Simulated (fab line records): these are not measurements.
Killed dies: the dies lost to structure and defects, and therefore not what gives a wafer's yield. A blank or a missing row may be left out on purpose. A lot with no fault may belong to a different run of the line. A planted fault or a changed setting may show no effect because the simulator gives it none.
fab line records	flow nand-harc	part 1 of 2: steps 1 to 4 of 6
record: lots: 24	wafers: 72	last-day: 33
route steps=1302 shown A_SGD_CUT@919 A_SLIT@934 A_WL_FILL@958
lots that met no fault: from a run of the same line without faults
start-h: start of the lot's first displayed wafer, in hours after the record's first day	wait-h: how many hours have passed since the lot's step before this one	" as in the row above	L1.1+2: several wafers, shown together as one row	- no value, or no start was given	* or withheld: withheld	< > ~ a bound
route shown NAME@n: NAME is a module with steps in the file, n the number in the route of the first one	usual: mean/standard deviation of fault-free wafers	same: alike in all rows	chamber/n: place in a boat	sites: readings site by site	_std_site: their standard deviation	_edge_site: the outer-site mean with the inner-site mean subtracted	radius-mm: for every site, how far away it sits from the centre of the wafer	mask NAME#n: copy n	behind: the most recent tool/chamber to have shaped the wafer	hold: why the lot was held/for how many hours/how that ended	device: the transistor (n, p or np) that didn't switch	end of line: the tests these same wafers got at the end of their route	a step with no rows: only its recipe	killed: dies lost to structure and defects at the first sort, not the wafer's yield	map: a wafer's dies, x killed, . not, _ none there
set.NAME: the setting as run; set.NAME@STEP: as run at that earlier step	model.NAME: the simulator's own value behind a step, which no gauge read
route steps across a sampled set of lots; one table per step, one row per wafer
services: from which hour (start-h, from the record's first day; less than 0 if before it) a tool's chamber was out of use, for how many hours, and why
== steps ==
step: NHARC_A_SGD_CUT_ETCHBACK_24
recipe: target-depth-a: 500	over-etch-frac: 0.3	time-s: 92.857	ion-energy-ev: 120	ch3f-flow-sccm: 50	o2-flow-sccm: 30	ar-flow-sccm: 200	rf-w: 500	bias-w: 100	chemistry: CH3F/O2
usual: drypump-motor-current-A: 5.5/0.51	oes-product-au: 0.97/0.035	rf-vpp-V: 243.7/1.5	showerhead-plenum-p-Torr: 2.40/0.092	throttle-valve-pct: 20.662/0.0081
lot.wafer	tool	chamber	start-h	wait-h	drypump-motor-current-A	oes-product-au	rf-hours-counter-h	rf-vpp-V	showerhead-plenum-p-Torr	throttle-valve-pct
L074.4	rie-diel-08	1	451.38	0.2	5.1	0.91	4	246.2	2.64	20.684
L074.6	"	2	"	"	4.8	0.91	-	245.0	2.50	20.675
L074.5	"	3	"	"	5.2	0.92	-	242.9	2.31	20.667
L077.3	rie-diel-06	3	464.31	0.2	5.3	0.92	14	242.9	2.46	20.664
L077.6	"	2	"	"	6.0	0.91	-	244.9	2.47	20.656
L077.5	"	3	"	"	5.3	0.93	-	246.2	2.46	20.670
L075.3	rie-diel-13	1	464.32	0.1	5.0	0.93	6	245.0	2.41	20.674
L075.4	"	2	"	"	6.2	0.93	4	242.8	2.33	20.662
L075.6	"	2	"	"	6.2	0.94	-	243.2	2.33	20.664
L076.1	rie-diel-08	2	464.37	0.1	4.8	0.90	5	244.1	2.50	20.667
L076.2	"	3	"	"	5.2	0.91	5	243.2	2.31	20.657
L076.6	"	3	"	"	5.2	0.92	-	241.2	2.31	20.661
L078.3	rie-diel-13	2	480.74	0.1	6.2	0.92	6	242.9	2.33	20.674
L078.4	"	1	"	"	5.0	0.91	8	243.7	2.41	20.682
L078.5	"	2	"	"	6.1	0.93	-	242.9	2.32	20.648
L080.3	rie-diel-06	0	484.16	0.1	6.3	1.00	15	241.9	2.37	20.665
L080.2	"	1	"	"	6.0	0.99	14	241.0	2.28	20.666
L080.1	"	3	"	"	5.3	0.99	16	245.1	2.46	20.657
L079.2	rie-diel-13	2	484.16	0.1	6.2	0.98	6	244.0	2.32	20.668
L079.4	"	1	"	"	5.0	1.00	8	244.1	2.41	20.672
L079.5	"	3	"	"	5.1	1.00	-	243.3	2.43	20.668
L081.1	rie-diel-13	3	515.58	0.2	5.1	0.99	10	243.1	2.43	20.640
L081.3	"	0	"	"	5.7	0.99	10	243.8	2.35	20.668
L081.5	"	1	"	"	5.0	0.99	-	243.7	2.41	20.657
L082.4	rie-diel-08	2	515.59	0.2	4.8	0.92	8	245.9	2.50	20.655
L082.3	"	3	"	"	5.2	0.92	8	241.7	2.31	20.665
L082.5	"	0	"	"	5.0	0.93	-	242.2	2.34	20.666
L084.4	rie-diel-13	3	543.53	0.2	5.1	0.99	1	243.6	2.43	20.656
L084.2	"	0	"	"	5.7	0.99	1	242.6	2.35	20.652
L084.6	"	3	"	"	5.1	1.00	-	244.8	2.43	20.670
L085.2	rie-diel-08	0	543.55	0.2	5.0	1.00	8	243.7	2.34	20.647
L085.5	"	1	"	"	5.0	0.99	-	248.1	2.64	20.658
L085.6	"	2	"	"	4.8	0.98	-	243.0	2.50	20.643
L083.3	rie-diel-13	3	552.87	0.2	5.1	0.93	1	245.2	2.43	20.664
L083.4	"	0	"	"	5.7	0.92	1	243.4	2.35	20.669
L083.6	"	3	"	"	5.1	0.92	-	245.0	2.43	20.670
L086.1	rie-diel-13	1	562.47	0.1	5.0	0.99	3	243.4	2.41	20.667
L086.2	"	2	"	"	6.2	0.99	2	242.8	2.32	20.651
L086.4	"	3	"	"	5.1	0.99	2	243.3	2.43	20.672
L087.3	rie-diel-06	2	576.92	0.2	6.0	0.93	6	242.7	2.47	20.654
L087.6	"	0	"	"	6.3	0.93	-	242.3	2.37	20.650
L087.5	"	1	"	"	6.0	0.93	-	241.3	2.27	20.645
L088.4	rie-diel-08	2	595.72	0.1	4.8	0.98	3	244.3	2.50	20.654
L088.3	"	3	"	"	5.2	0.99	3	241.0	2.31	20.668
L088.5	"	3	"	"	5.2	0.99	-	243.6	2.31	20.660
L090.3	rie-diel-06	2	595.72	0.1	6.0	1.00	9	244.5	2.47	20.664
L090.4	"	1	"	"	6.0	1.00	10	241.9	2.27	20.663
L090.6	"	3	"	"	5.3	1.00	-	245.2	2.46	20.658
L089.1	rie-diel-13	3	595.82	0.2	5.1	1.00	4	243.7	2.43	20.662
L089.3	"	0	"	"	5.7	1.00	4	242.5	2.35	20.650
L089.5	"	1	"	"	5.0	1.00	-	242.5	2.41	20.663
L091.2	rie-diel-13	0	598.75	0.2	5.7	1.01	4	243.5	2.35	20.650
L091.4	"	1	"	"	5.1	0.99	5	244.3	2.41	20.655
L091.1	"	2	"	"	6.2	1.00	5	242.5	2.32	20.666
L092.1	rie-diel-06	0	627.17	0.2	6.3	1.00	12	243.6	2.37	20.673
L092.3	"	2	"	"	6.0	0.98	11	245.8	2.47	20.661
L092.5	"	0	"	"	6.3	1.00	-	243.1	2.37	20.684
L094.2	rie-diel-08	0	638.19	0.1	5.0	0.99	3	242.0	2.34	20.650
L094.3	"	1	"	"	5.0	1.00	5	246.3	2.64	20.659
L094.1	"	3	"	"	5.2	0.99	4	242.1	2.31	20.667
L093.6	rie-diel-13	1	638.26	0.2	5.0	1.00	-	244.0	2.41	20.667
L093.4	"	2	"	"	6.2	1.01	-	242.4	2.32	20.664
L093.5	"	3	"	"	5.1	1.00	-	245.7	2.43	20.666
L095.1	rie-diel-06	3	651.69	0.2	5.3	1.01	13	245.8	2.46	20.657
L095.4	"	1	"	"	6.0	1.01	15	241.9	2.27	20.656
L095.6	"	3	"	"	5.3	0.99	-	243.6	2.46	20.671
L097.2	rie-diel-08	3	664.58	0.1	5.2	0.99	5	243.0	2.31	20.678
L097.3	"	1	"	"	5.0	0.99	6	247.1	2.64	20.667
L097.5	"	3	"	"	5.2	0.99	-	242.8	2.31	20.658
L096.2	rie-diel-13	3	664.59	0.1	5.1	0.99	8	243.4	2.43	20.673
L096.5	"	2	"	"	6.2	1.01	-	242.9	2.32	20.656
L096.6	"	3	"	"	5.1	1.01	-	244.0	2.42	20.663
step: NHARC_A_SGD_CUT_INSPECT_25
usual: raw-defect-count: 385/76
lot.wafer	tool	chamber	start-h	wait-h	raw-defect-count
L074.4	defect-inspect-02	-	451.58	-	472
L074.5	"	-	"	"	319
L074.6	"	-	"	"	408
L077.3	defect-inspect-02	-	464.54	-	382
L077.5	"	-	"	"	313
L077.6	"	-	"	"	365
L075.3	defect-inspect-01	-	464.56	-	466
L075.4	"	-	"	"	364
L075.6	"	-	"	"	351
L076.1	defect-inspect-02	-	464.61	-	393
L076.2	"	-	"	"	457
L076.6	"	-	"	"	428
L078.3	defect-inspect-02	-	480.98	-	337
L078.4	"	-	"	"	411
L078.5	"	-	"	"	359
L079.2	defect-inspect-02	-	484.41	-	511
L079.4	"	-	"	"	347
L079.5	"	-	"	"	377
L080.1	defect-inspect-02	-	484.43	-	332
L080.2	"	-	"	"	461
L080.3	"	-	"	"	424
L081.1	defect-inspect-01	-	515.79	-	378
L081.3	"	-	"	"	348
L081.5	"	-	"	"	471
L082.3	defect-inspect-02	-	515.81	-	393
L082.4	"	-	"	"	293
L082.5	"	-	"	"	308
L085.2	defect-inspect-02	-	543.75	-	498
L085.5	"	-	"	"	417
L085.6	"	-	"	"	400
L084.2	defect-inspect-01	-	543.75	-	540
L084.4	"	-	"	"	419
L084.6	"	-	"	"	505
L083.3	defect-inspect-01	-	553.10	-	424
L083.4	"	-	"	"	421
L083.6	"	-	"	"	358
L086.1	defect-inspect-02	-	562.71	-	328
L086.2	"	-	"	"	273
L086.4	"	-	"	"	482
L087.3	defect-inspect-02	-	577.14	-	258
L087.5	"	-	"	"	258
L087.6	"	-	"	"	302
L090.3	defect-inspect-01	-	595.96	-	518
L090.4	"	-	"	"	358
L090.6	"	-	"	"	362
L088.3	defect-inspect-02	-	595.96	-	411
L088.4	"	-	"	"	388
L088.5	"	-	"	"	380
L089.1	defect-inspect-02	-	596.03	-	312
L089.3	"	-	"	"	332
L089.5	"	-	"	"	419
L091.1	defect-inspect-01	-	598.98	-	320
L091.2	"	-	"	"	314
L091.4	"	-	"	"	274
L092.1	defect-inspect-01	-	627.42	-	301
L092.3	"	-	"	"	309
L092.5	"	-	"	"	359
L094.1	defect-inspect-01	-	638.43	-	438
L094.2	"	-	"	"	466
L094.3	"	-	"	"	342
L093.4	defect-inspect-02	-	638.49	-	567
L093.5	"	-	"	"	364
L093.6	"	-	"	"	405
L095.1	defect-inspect-01	-	651.91	-	467
L095.4	"	-	"	"	491
L095.6	"	-	"	"	520
L096.2	defect-inspect-02	-	664.82	-	294
L096.5	"	-	"	"	299
L096.6	"	-	"	"	294
L097.2	defect-inspect-01	-	664.82	-	520
L097.3	"	-	"	"	344
L097.5	"	-	"	"	313
step: NHARC_A_SLIT_OVL_MEAS_10
usual: overlay-x-nm: 0.0/0.83	overlay-y-nm: 0.1/0.85
lot.wafer	tool	chamber	start-h	wait-h	overlay-x-nm	overlay-y-nm
L074.4	overlay-02	-	456.38	-	-1.4	1.0
L074.5	"	-	"	"	-1.4	0.9
L074.6	"	-	"	"	-1.4	0.7
L077.3	overlay-01	-	469.35	-	0.3	-1.3
L077.5	"	-	"	"	0.1	-1.4
L077.6	"	-	"	"	0.9	-1.8
L075.3	overlay-02	-	469.61	-	-0.2	0.3
L075.4	"	-	"	"	-0.8	0.4
L075.6	"	-	"	"	-0.9	0.3
L076.1	overlay-02	-	471.47	-	1.0	0.6
L076.2	"	-	"	"	0.3	1.2
L076.6	"	-	"	"	1.1	0.6
L078.3	overlay-02	-	486.02	-	-1.0	1.5
L078.4	"	-	"	"	-0.7	1.1
L078.5	"	-	"	"	-1.4	1.1
L079.2	overlay-02	-	493.12	-	0.4	0.9
L079.4	"	-	"	"	0.4	0.0
L079.5	"	-	"	"	-0.1	0.4
L080.1	overlay-01	-	493.51	-	0.6	0.7
L080.2	"	-	"	"	0.4	0.8
L080.3	"	-	"	"	0.6	0.1
L081.1	overlay-01	-	523.10	-	0.5	-1.0
L081.3	"	-	"	"	0.4	-1.0
L081.5	"	-	"	"	-0.1	-1.2
L082.3	overlay-02	-	523.28	-	1.6	0.2
L082.4	"	-	"	"	1.6	-0.1
L082.5	"	-	"	"	0.5	0.2
L085.2	overlay-01	-	549.20	-	-0.9	1.0
L085.5	"	-	"	"	-0.6	0.6
L085.6	"	-	"	"	-0.9	0.0
L084.2	overlay-02	-	549.70	-	1.4	-2.0
L084.4	"	-	"	"	1.9	-1.8
L084.6	"	-	"	"	1.6	-1.9
L083.3	overlay-01	-	558.24	-	-0.2	-1.1
L083.4	"	-	"	"	-0.4	-0.9
L083.6	"	-	"	"	-0.1	-0.9
L086.1	overlay-02	-	569.90	-	-0.8	1.1
L086.2	"	-	"	"	-0.1	1.7
L086.4	"	-	"	"	-0.7	1.7
L087.3	overlay-02	-	581.98	-	-0.1	0.6
L087.5	"	-	"	"	-0.4	0.3
L087.6	"	-	"	"	-0.2	0.8
L088.3	overlay-01	-	603.40	-	-0.6	-0.1
L088.4	"	-	"	"	-0.5	-0.3
L088.5	"	-	"	"	-0.1	-0.2
L090.3	overlay-01	-	604.00	-	-1.2	0.7
L090.4	"	-	"	"	-1.1	1.3
L090.6	"	-	"	"	-0.9	0.8
L089.1	overlay-01	-	604.79	-	-0.1	-0.9
L089.3	"	-	"	"	0.1	-0.9
L089.5	"	-	"	"	0.4	-0.7
L091.1	overlay-01	-	607.19	-	0.8	-0.1
L091.2	"	-	"	"	0.6	-0.4
L091.4	"	-	"	"	0.4	-0.2
L092.1	overlay-01	-	632.18	-	0.3	-0.3
L092.3	"	-	"	"	0.4	0.5
L092.5	"	-	"	"	0.4	0.3
L094.1	overlay-01	-	644.15	-	-0.1	1.4
L094.2	"	-	"	"	0.1	1.7
L094.3	"	-	"	"	-0.4	1.9
L093.4	overlay-02	-	646.85	-	0.0	-0.1
L093.5	"	-	"	"	-0.3	-0.3
L093.6	"	-	"	"	-0.3	-0.4
L095.1	overlay-01	-	658.06	-	-0.2	-0.2
L095.4	"	-	"	"	-0.4	0.3
L095.6	"	-	"	"	-0.5	0.0
L096.2	overlay-02	-	672.75	-	1.9	0.3
L096.5	"	-	"	"	1.5	0.0
L096.6	"	-	"	"	2.3	0.2
L097.2	overlay-02	-	676.09	-	-0.5	-0.3
L097.3	"	-	"	"	-0.7	-0.1
L097.5	"	-	"	"	-0.1	0.1
step: NHARC_A_SLIT_ETCH_29
recipe: target-depth-a: 1000	overetch-a: 100	time-s: 55	ion-energy-ev: 100	cf4-flow-sccm: 80	o2-flow-sccm: 20	ar-flow-sccm: 0	rf-w: 300	bias-w: 100	chemistry: CF4/O2
usual: cf4-flow-sccm: 80.00/0.25	drypump-motor-current-A: 5.6/0.41	oes-product-au: 0.997/0.01	rf-vpp-V: 197.5/1.3	showerhead-plenum-p-Torr: 1.32/0.049	throttle-valve-pct: 13.396/0.0091
lot.wafer	tool	chamber	start-h	wait-h	cf4-flow-sccm	drypump-motor-current-A	oes-product-au	rf-hours-counter-h	rf-vpp-V	showerhead-plenum-p-Torr	throttle-valve-pct
L074.4	rie-diel-09	2	462.21	0.1	79.27	4.7	0.979	6	197.1	1.32	13.402
L074.5	"	2	"	"	79.79	4.7	0.987	-	197.5	1.32	13.408
L074.6	"	3	"	"	80.21	5.1	1.007	-	197.5	1.27	13.398
L077.3	rie-diel-09	3	475.30	0.1	80.33	5.1	1.003	6	195.8	1.27	13.392
L077.6	"	1	"	"	79.89	5.8	0.986	-	199.9	1.41	13.387
L077.5	"	2	"	"	80.35	4.8	0.990	-	196.5	1.32	13.396
L075.4	rie-diel-09	1	478.21	0.1	80.00	5.8	0.969	8	199.2	1.41	13.405
L075.3	"	2	"	"	79.82	4.7	0.981	7	199.2	1.32	13.397
L075.6	"	0	"	"	80.03	5.8	0.987	-	197.4	1.29	13.392
L076.1	rie-diel-04	2	479.12	0.1	79.62	5.7	0.999	8	195.9	1.25	13.393
L076.2	"	3	"	"	80.49	5.4	0.996	8	199.2	1.35	13.399
L076.6	"	1	"	"	80.12	6.2	0.991	-	197.8	1.29	13.395
L078.4	rie-diel-04	3	491.91	0.1	79.72	5.4	1.011	9	198.7	1.35	13.404
L078.3	"	0	"	"	80.14	5.8	0.999	10	197.2	1.34	13.402
L078.5	"	2	"	"	79.78	5.7	1.004	-	195.8	1.25	13.407
L079.2	rie-diel-04	3	498.96	0.1	79.92	5.4	1.012	10	198.3	1.35	13.406
L079.4	"	0	"	"	80.02	5.8	1.010	11	199.7	1.34	13.378
L079.5	"	0	"	"	80.20	5.7	1.006	-	198.0	1.33	13.400
L080.1	rie-diel-04	2	499.91	0.1	79.88	5.7	1.002	9	196.3	1.25	13.390
L080.2	"	3	"	"	80.29	5.4	0.996	10	196.8	1.35	13.380
L080.3	"	1	"	"	79.60	6.2	0.990	10	196.7	1.29	13.398
L081.3	rie-diel-09	1	529.01	0.1	80.08	5.8	0.985	1	198.4	1.41	13.390
L081.1	"	2	"	"	79.83	4.8	1.000	1	198.8	1.32	13.392
L081.5	"	0	"	"	80.29	5.8	1.005	-	196.8	1.29	13.393
L082.3	rie-diel-02	0	529.13	0.1	79.92	5.5	0.993	8	198.6	1.41	13.381
L082.4	"	2	"	"	80.03	5.4	1.018	7	198.4	1.37	13.401
L082.5	"	1	"	"	80.29	6.3	1.021	-	197.2	1.32	13.398
L085.2	rie-diel-04	2	555.17	0.1	80.04	5.7	0.989	1	194.5	1.25	13.404
L085.5	"	2	"	"	79.86	5.7	0.995	-	195.2	1.25	13.394
L085.6	"	3	"	"	79.86	5.4	0.999	-	197.8	1.35	13.393
L084.2	rie-diel-04	2	555.64	0.1	80.14	5.7	0.999	1	196.2	1.25	13.390
L084.4	"	3	"	"	79.88	5.4	1.011	1	197.5	1.35	13.395
L084.6	"	1	"	"	80.16	6.2	0.986	-	195.3	1.29	13.386
L083.3	rie-diel-02	1	564.10	0.1	80.33	6.3	1.022	10	198.1	1.32	13.379
L083.4	"	2	"	"	79.64	5.4	1.007	8	197.5	1.37	13.392
L083.6	"	0	"	"	80.36	5.5	1.007	-	200.5	1.41	13.403
L086.4	rie-diel-04	2	575.81	0.1	79.77	5.7	0.986	3	195.7	1.25	13.392
L086.2	"	3	"	"	79.63	5.3	1.001	3	198.5	1.35	13.400
L086.1	"	0	"	"	79.98	5.8	0.993	3	198.8	1.33	13.399
L087.3	rie-diel-02	2	587.87	0.1	79.84	5.4	1.002	1	198.6	1.37	13.403
L087.5	"	0	"	"	80.49	5.5	1.001	-	198.1	1.41	13.381
L087.6	"	1	"	"	79.67	6.4	1.023	-	198.6	1.32	13.413
L088.3	rie-diel-04	1	609.68	0.1	80.13	6.2	0.978	4	197.0	1.29	13.407
L088.4	"	2	"	"	79.84	5.7	1.001	5	196.5	1.25	13.399
L088.5	"	3	"	"	80.38	5.4	1.009	-	199.0	1.35	13.395
L090.3	rie-diel-02	3	609.97	0.2	80.38	5.2	0.995	2	198.0	1.39	13.391
L090.4	"	0	"	"	79.74	5.5	1.002	3	198.9	1.41	13.381
L090.6	"	0	"	"	80.06	5.5	1.014	-	199.0	1.41	13.403
L089.1	rie-diel-09	2	613.56	0.1	79.86	4.7	1.004	6	198.7	1.32	13.390
L089.3	"	0	"	"	79.94	5.8	0.989	5	196.4	1.29	13.408
L089.5	"	1	"	"	79.69	5.8	1.001	-	198.7	1.41	13.406
L091.4	rie-diel-04	0	613.65	0.1	79.85	5.8	0.990	4	196.7	1.33	13.404
L091.1	"	1	"	"	80.06	6.2	0.983	4	196.8	1.29	13.412
L091.2	"	2	"	"	80.44	5.7	0.999	5	197.2	1.25	13.398
L092.3	rie-diel-04	0	638.17	0.1	80.30	5.8	0.991	6	197.3	1.33	13.396
L092.1	"	1	"	"	79.96	6.2	0.975	5	195.6	1.29	13.391
L092.5	"	0	"	"	80.20	5.8	1.005	-	198.1	1.33	13.390
L094.1	rie-diel-04	2	650.02	0.1	80.48	5.7	1.000	7	196.1	1.25	13.400
L094.2	"	3	"	"	80.04	5.4	1.016	7	196.2	1.35	13.383
L094.3	"	0	"	"	80.25	5.8	0.998	6	196.7	1.33	13.395
L093.4	rie-diel-04	0	652.70	0.1	80.13	5.7	0.999	6	197.4	1.33	13.381
L093.6	"	1	"	"	80.28	6.2	0.988	-	198.4	1.29	13.395
L093.5	"	2	"	"	79.77	5.7	0.993	-	197.0	1.25	13.405
L095.4	rie-diel-09	2	664.81	0.1	80.09	4.7	0.985	8	197.4	1.32	13.401
L095.1	"	3	"	"	79.75	5.1	0.987	7	196.1	1.27	13.379
L095.6	"	0	"	"	79.89	5.7	1.002	-	196.9	1.29	13.403
L096.2	rie-diel-04	0	678.59	0.1	79.59	5.8	0.990	8	197.9	1.33	13.390
L096.5	"	1	"	"	80.14	6.2	0.986	-	196.8	1.29	13.409
L096.6	"	2	"	"	80.14	5.7	1.005	-	196.2	1.25	13.388
L097.2	rie-diel-09	1	685.58	0.1	79.87	5.8	1.005	0	199.7	1.41	13.379
L097.3	"	2	"	"	79.99	4.7	0.996	0	197.8	1.32	13.395
L097.5	"	1	"	"	79.97	5.8	1.006	-	197.9	1.41	13.377
